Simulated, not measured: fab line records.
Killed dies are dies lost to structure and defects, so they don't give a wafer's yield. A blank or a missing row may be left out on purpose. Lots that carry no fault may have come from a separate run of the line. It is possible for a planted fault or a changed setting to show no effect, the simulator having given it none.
Matching of chambers    flow n5_finfet    N5_BEOL_M5_STRIP_91 on rie_diel-06 has 4 sister chambers
The step strips in N2/H2, time 10 s. 4 wafers are shown with their chamber, then 7 later ones without.

== WAFERS WITH THEIR CHAMBER ==
wafer   chamber  drypump_motor_current_A (A)
L139.2  0        6.4
L145.5  2        6.7
L148.2  3        5.6
L148.3  1        5.8

== WAFERS WITH NO CHAMBER GIVEN ==
wafer   drypump_motor_current_A (A)
L148.4  6.4
L157.3  6.7
L157.4  5.8
L157.5  5.8
L158.2  6.4
L158.3  5.5
L158.5  5.8

== WHICH CHAMBER EACH ONE RAN IN ==
wafer   from the rows above  in truth
L148.4  0                    0
L157.3  2                    2
L157.4  1                    1
L157.5  1                    1
L158.2  0                    0
L158.3  3                    3
L158.5  1                    1
Correct placement for 7 of the 7. Can't be placed from these rows: 0. Number placed wrongly: 0.
How it was worked out, from the rows above alone: a wafer's distance from a chamber is the root of the sum, over the readings, of the square of ((its reading less the chamber's mean) divided by the reading's scatter). The wafer belongs to the nearest chamber; if the next one is less than 2 further off, it can't be placed. A chamber's mean is the mean of its shown wafers. The scatter (one wafer shown for each chamber): square how far every hidden wafer sits from the nearest shown wafer, average those squares and take the square root.
